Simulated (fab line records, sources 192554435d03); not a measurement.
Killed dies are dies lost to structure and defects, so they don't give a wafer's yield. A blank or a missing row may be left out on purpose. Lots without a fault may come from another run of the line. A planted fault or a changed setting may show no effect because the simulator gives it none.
Which tool did it? | flow n5_finfet | 11 lots, 31 wafers sampled, at 5 steps of a route of 1938

WHAT THE GAUGES READ, wafer by wafer
N5_BEOL_M0_RS_MEAS_126: measures by four-point-probe.
lot  | measured     | on            | M0_RS (ohm/sq)
L324 | day 5 23:35  | film_metro-02 | 0.540 0.570 0.517
L327 | day 6 19:59  | film_metro-02 | 0.577 0.538 0.538
L330 | day 7 10:14  | film_metro-01 | 0.557 0.508 0.558
L333 | day 8 04:47  | film_metro-01 | 0.525 0.530 0.493
L335 | day 8 20:55  | film_metro-02 | 0.574 0.576 0.575
L336 | day 9 02:17  | film_metro-01 | 0.549 0.496 0.528
L342 | day 10 13:44 | film_metro-01 | 0.528 0.536 0.507
L343 | day 10 15:14 | film_metro-02 | 0.517 0.545 0.513
L344 | day 11 01:14 | film_metro-01 | 0.560 0.532 0.527
L346 | day 11 09:38 | film_metro-01 | 0.529 0.567
L347 | day 11 23:48 | film_metro-01 | 0.515 0.548

N5_BEOL_M1_OVL_MEAS_12.
lot  | measured     | on         | M1_OVL (nm)
L324 | day 6 00:42  | overlay-01 | -0.1 0.5 0.1
L327 | day 6 21:13  | overlay-02 | 0.1 1.2 0.9
L330 | day 7 11:43  | overlay-02 | -0.8 0.2 -1.2
L333 | day 8 05:29  | overlay-01 | -0.4 -0.3 -0.6
L335 | day 8 22:16  | overlay-02 | -0.1 0.3 -0.4
L336 | day 9 03:35  | overlay-01 | 0.1 -0.4 0.8
L342 | day 10 16:25 | overlay-02 | -1.3 -0.1 -0.4
L343 | day 10 16:31 | overlay-02 | 0.4 1.2 -0.3
L344 | day 11 02:05 | overlay-01 | 0.2 0.9 0.8
L346 | day 11 12:32 | overlay-01 | -0.3 -0.2
L347 | day 12 00:30 | overlay-02 | 0.3 0.5

N5_BEOL_M4_RC_MEAS_101.
lot  | measured     | on        | DIBL_N (mV/V)  | DIBL_P (mV/V)  | IOFF_N (nA/um) | IOFF_P (nA/um) | ION_N (uA/um) | ION_P (uA/um) | SS_N (mV/dec)  | SS_P (mV/dec)  | VT_N (mV)   | VT_P (mV)
L324 | day 8 04:15  | prober-01 | 33.3 31.0 35.2 | 34.5 32.4 38.2 | 0.13 0.10 0.17 | 0.18 0.16 0.25 | 651 664 688   | 451 467 481   | 70.5 70.0 70.3 | 73.0 72.4 73.1 | 249 253 246 | -251 -251 -246
L327 | day 8 14:15  | prober-02 | 37.4 37.7 38.5 | 38.2 37.8 39.6 | 0.21 0.21 0.21 | 0.25 0.24 0.27 | 689 677 676   | 473 462 464   | 72.0 71.7 71.7 | 73.7 74.5 74.2 | 246 246 247 | -248 -248 -248
L330 | day 9 16:17  | prober-02 | 42.5 38.6 32.1 | 42.8 37.4 28.8 | 0.35 0.20 0.09 | 0.39 0.24 0.13 | 724 685 630   | 490 470 441   | 73.3 71.9 70.5 | 75.2 74.0 70.5 | 239 246 260 | -242 -247 -256
L333 | day 9 20:46  | prober-02 | 33.0 36.3 32.5 | 34.0 37.1 33.9 | 0.11 0.16 0.10 | 0.16 0.20 0.16 | 653 671 642   | 447 453 447   | 71.5 72.5 70.7 | 72.6 73.0 72.7 | 256 251 259 | -253 -250 -255
L335 | day 10 13:55 | prober-01 | 38.7 35.9 34.5 | 37.5 35.9 33.4 | 0.18 0.15 0.12 | 0.22 0.21 0.16 | 668 667 667   | 449 465 455   | 72.1 70.9 70.5 | 74.2 74.0 72.8 | 247 247 255 | -251 -250 -255
L336 | day 10 22:53 | prober-02 | 34.3 32.4 35.7 | 35.8 33.3 38.3 | 0.14 0.12 0.16 | 0.20 0.17 0.24 | 673 661 665   | 469 462 465   | 71.1 70.8 71.5 | 73.4 72.3 73.6 | 251 253 250 | -251 -253 -250
L342 | day 12 18:01 | prober-02 | 35.5 37.3 39.6 | 36.3 39.7 41.9 | 0.14 0.21 0.24 | 0.22 0.28 0.33 | 646 700 681   | 451 482 467   | 71.1 71.8 73.0 | 73.3 73.5 75.0 | 253 242 243 | -249 -243 -245
L343 | day 12 12:53 | prober-02 | 39.2 34.4 37.5 | 41.4 30.3 36.4 | 0.22 0.11 0.17 | 0.33 0.14 0.21 | 688 631 666   | 483 437 456   | 71.9 71.8 71.4 | 74.8 72.3 74.4 | 243 258 249 | -246 -258 -252
L344 | day 12 18:19 | prober-01 | 31.2 35.9 32.0 | 31.0 34.0 33.4 | 0.07 0.13 0.08 | 0.13 0.16 0.18 | 635 634 628   | 448 435 445   | 70.2 71.8 71.0 | 72.3 72.8 72.4 | 263 257 260 | -256 -255 -252
L346 | day 13 14:25 | prober-02 | 33.1 36.3      | 36.2 39.3      | 0.12 0.19      | 0.18 0.23      | 654 702       | 457 479       | 71.3 72.0      | 72.9 74.1      | 253 243     | -251 -248
L347 | day 13 23:25 | prober-01 | 34.6 33.8      | 35.6 34.3      | 0.14 0.11      | 0.20 0.17      | 681 656       | 471 450       | 70.7 70.9      | 73.5 73.0      | 251 256     | -252 -256

WHICH TOOL RAN EACH LOT (tool, then ch and the chambers of the sampled wafers, then the start)
lot  | N5_BEOL_M0_ANNEAL_135        | N5_BEOL_M1_ETCH_64
L324 | pvd_sputter-01, day 5 21:17  | rie_diel-02 ch 1,2,3, day 6 00:52
L327 | pvd_sputter-01, day 6 18:53  | rie_diel-02 ch 1,3, day 6 21:23
L330 | pvd_sputter-01, day 7 09:08  | rie_diel-01 ch 0,1,2, day 7 13:24
L333 | pvd_sputter-01, day 8 03:43  | rie_diel-01 ch 2,3, day 8 05:38
L335 | pvd_sputter-01, day 8 19:25  | rie_diel-01 ch 2,3, day 8 22:26
L336 | pvd_sputter-03, day 9 01:13  | rie_diel-06 ch 1,2,3, day 9 04:03
L342 | pvd_sputter-03, day 10 12:36 | rie_diel-02 ch 0,3, day 10 16:35
L343 | pvd_sputter-03, day 10 14:09 | rie_diel-06 ch 0,1,3, day 10 16:43
L344 | pvd_sputter-02, day 10 23:50 | rie_diel-02 ch 0,3, day 11 02:16
L346 | pvd_sputter-03, day 11 08:16 | rie_diel-06 ch 0,2, day 11 12:42
L347 | pvd_sputter-01, day 11 22:36 | rie_diel-06 ch 0,2, day 12 00:40
- N5_BEOL_M0_ANNEAL_135: time 60 s.
- N5_BEOL_M1_ETCH_64: etches SOC in N2/H2, target depth 75 nm, overetch 15 nm, time 112.5 s.

WHAT THE TOOLS THEMSELVES READ (means of the sampled wafers that have a number; where no wafer has one, the mark that the record gives instead)
N5_BEOL_M0_ANNEAL_135.
lot  | tool           | heater_power_w (W)
L324 | pvd_sputter-01 | 874
L327 | pvd_sputter-01 | 811
L330 | pvd_sputter-01 | 806
L333 | pvd_sputter-01 | 785
L335 | pvd_sputter-01 | 775
L336 | pvd_sputter-03 | 937
L342 | pvd_sputter-03 | 977
L343 | pvd_sputter-03 | 931
L344 | pvd_sputter-02 | 895
L346 | pvd_sputter-03 | 918
L347 | pvd_sputter-01 | 838

N5_BEOL_M1_ETCH_64.
lot  | tool        | drypump_motor_current_A (A) | oes_product_au (a.u.) | rf_fwd_power_W (W) | rf_vpp_V (V) | showerhead_plenum_p_Torr (Torr) | throttle_valve_pct (%)
L324 | rie_diel-02 | 5.7                         | 0.65                  | 834.6              | 525          | 2.57                            | 17.7
L327 | rie_diel-02 | 6.1                         | 0.62                  | 837.4              | 523          | 2.53                            | 17.9
L330 | rie_diel-01 | 5.5                         | 0.62                  | 836.5              | 525          | 2.55                            | 17.7
L333 | rie_diel-01 | 5.8                         | 0.55                  | 971.7              | 496          | 2.41                            | 17.8
L335 | rie_diel-01 | 5.8                         | 0.54                  | 972.9              | 497          | 2.41                            | 17.8
L336 | rie_diel-06 | 6.1                         | 0.66                  | 834.9              | 521          | 2.47                            | 17.9
L342 | rie_diel-02 | 5.9                         | 0.55                  | 834.4              | 524          | 2.56                            | 18.0
L343 | rie_diel-06 | 6.3                         | 0.65                  | 837.3              | 522          | 2.53                            | 17.8
L344 | rie_diel-02 | 6.1                         | 0.55                  | 834.6              | 522          | 2.48                            | 18.0
L346 | rie_diel-06 | 6.5                         | 0.56                  | 836.6              | 522          | 2.53                            | 18.2
L347 | rie_diel-06 | 6.4                         | 0.55                  | 835.9              | 524          | 2.53                            | 18.2

THE ANSWER, worked out from the rows above alone
Rule: what is usual is taken from the lots themselves. Put in order of their means at a reading, lots are off if they are a third of the lots or fewer, leave a main group of 4 or more, and stand apart from it by a gap of 3 or more times the standard deviation of the main group's means; of several such gaps the widest counts. A main group whose means are all the same, to the digits that the tables above print for the reading, isn't used. A lot without any number at a reading at which 4 lots or more have one is off too. The other lots that the step has rows for count as sound. The gauges are gone through in route order, then the tools' own readings, and for those a lot's mean is taken as printed above. The first step at which some lot is off is used, and at that step the reading that is off furthest; a lot without a number counts as furthest.
Off: L333, L335, at N5_BEOL_M1_ETCH_64 (rf_fwd_power_W). The main group: mean 835.8 W, standard deviation 1.1.
A tool fits if, at that step or a process step before it, it ran every lot that is off, and no sound lot after the first of them. One fits: rie_diel-01 at N5_BEOL_M1_ETCH_64. Its last sound lot is L330 (day 7 13:24), its first lot that is off L333 (day 8 05:38): a fault that began between those two fits.
The tool's own readings at N5_BEOL_M1_ETCH_64 bear it out: on the lots that are off they differ by more than 5 times the standard deviation of the sound lots' means. rf_fwd_power_W reads 972.3 W there against 835.8 W on the sound lots; rf_vpp_V reads 496 V there against 523 V on the sound lots.

WHAT THE SIMULATOR HAD PUT IN
Process parameter drift: rie_diel-01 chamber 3, from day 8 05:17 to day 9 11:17, at N5_BEOL_M1_ETCH_64. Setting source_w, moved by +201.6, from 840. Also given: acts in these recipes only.
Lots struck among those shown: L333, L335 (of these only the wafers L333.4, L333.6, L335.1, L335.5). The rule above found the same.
